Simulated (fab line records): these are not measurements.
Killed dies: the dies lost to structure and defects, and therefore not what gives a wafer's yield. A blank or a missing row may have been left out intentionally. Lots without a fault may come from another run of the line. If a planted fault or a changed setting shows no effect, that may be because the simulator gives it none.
A lot that was struck, set against a sound lot    flow nand_harc    15 steps out of a route of 1159
Sound: the wafers L526.1, L526.2, L526.5. Struck: wafer L533.5. (L533.4, L533.6 of the same lot were not struck and are left out.) The cause comes at the end.
At each step with rows: each side's tool, then ch and its chambers, then its first start. Under that, the readings that differ: sound wafers    struck wafers    difference of the means    sigmas: that difference in standard deviations of wafers without a fault.
alike: a reading whose means differ by less than 2 such deviations, as well as words and numbers matching on both sides. not compared: withheld readings; readings where some wafer has no value; bounds like >300 that might hide an equal value; numbers whose values overlap and for which the record gives no deviation.
The two part at a step that has a row with sigmas, a row that says differs or no value, or rows on one side only. When numbers do not overlap yet have no deviation, they are printed without sigmas and do not part them. A reading missing from all wafers of one side parts the sides only when that side holds two or more wafers.

first, 7 steps without rows for these wafers: NHARC_A_SGD_CUT_COAT_57 (time 65 s); NHARC_A_SGD_CUT_COAT_03 (resist thk 90 nm); NHARC_A_SGD_CUT_SOFTBAKE_04 (time 55 s); NHARC_A_SGD_CUT_EBR_05; NHARC_A_SGD_CUT_EXPOSE_06 (exposes mask SGD); NHARC_A_SGD_CUT_PEB_07 (peb time 65 s); NHARC_A_SGD_CUT_DEVELOP_08 (develop time 35 s).
NHARC_A_SGD_CUT_CD_MEAS_09: target cd 100 nm.
  sound on cd_sem-01 ch 0, day 14 01:50; struck on cd_sem-03 ch 0, day 16 02:38
  alike: cd_nm
NHARC_A_SGD_CUT_OVL_MEAS_10:
  sound on overlay-02, day 14 01:55; struck on overlay-02, day 16 02:43
  alike: overlay_x_nm, overlay_y_nm
NHARC_A_SGD_CUT_INSPECT_11:
  sound on defect_inspect-01, day 14 01:58; struck on defect_inspect-02, day 16 02:44
  alike: raw_defect_count
NHARC_A_SGD_CUT_DESCUM_14: chemistry O2, time 3 s.
  sound on rie_diel-07 ch 0,2,3, day 14 02:02; struck on rie_diel-07 ch 1, day 16 02:50
  alike: drypump_motor_current_A, o2_flow_sccm, oes_product_au, rf_vpp_V, showerhead_plenum_p_Torr, throttle_valve_pct
  not compared: rf_hours_counter_h
NHARC_A_SGD_CUT_ETCH_58: etches the open film in CF4, target depth 39 nm, time 65 s.
  sound on rie_diel-07 ch 0,1,2, day 14 02:07; struck on rie_diel-07 ch 2, day 16 02:56
  alike: drypump_motor_current_A, oes_product_au, rf_vpp_V, showerhead_plenum_p_Torr, throttle_valve_pct
  not compared: rf_hours_counter_h
NHARC_A_SGD_CUT_ETCH_59: etches the open film in N2/H2, target depth 260 nm, time 406.25 s.
  sound on rie_diel-07 ch 2,3, day 14 02:11; struck on rie_diel-07 ch 2, day 16 03:08
reading                 sound                 struck  difference  sigmas
oes_product_au (a.u.)   1.001 0.994 1.011     0.849   -0.153      -14
throttle_valve_pct (%)  14.157 14.173 14.183  14.151  -0.020      -2
  alike: drypump_motor_current_A, rf_vpp_V, showerhead_plenum_p_Torr
  not compared: rf_hours_counter_h
NHARC_A_SGD_CUT_ETCH_15: etches the open film in CH3F/O2, target depth 75 nm, time 64.3 s.
  sound: rie_diel-07 ch 1,2; struck: rie_diel-07 ch 3
  alike: ch3f_flow_sccm, drypump_motor_current_A, o2_flow_sccm, oes_product_au, rf_vpp_V, showerhead_plenum_p_Torr, throttle_valve_pct
  not compared: rf_hours_counter_h
-- the record jumps here: 6 days lie between the struck wafers' starts before and after (it left off in module A_SGD_CUT and takes up again in module END, whose first step shown is number 1159 of the route) --
NHARC_END_SORT_01:
  sound on prober-01 ch 0, day 19 07:43; struck on prober-02 ch 0, day 21 17:12
reading          sound     struck  difference  sigmas
killed_at_array  9 18 12   663     +650        +71
killed_at_other  2 3 3     0       -3          -3
killed_dies      17 23 17  666     +647        +72
  alike: killed_at_periphery, killed_open, killed_short

== WHERE THEY PART ==
First at NHARC_A_SGD_CUT_ETCH_59; last, within this record, at NHARC_END_SORT_01.

WHY: whatever the simulator had introduced
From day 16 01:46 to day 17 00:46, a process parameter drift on rie_diel-07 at NHARC_A_SGD_CUT_ETCH_59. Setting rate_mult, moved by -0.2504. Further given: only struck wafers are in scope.
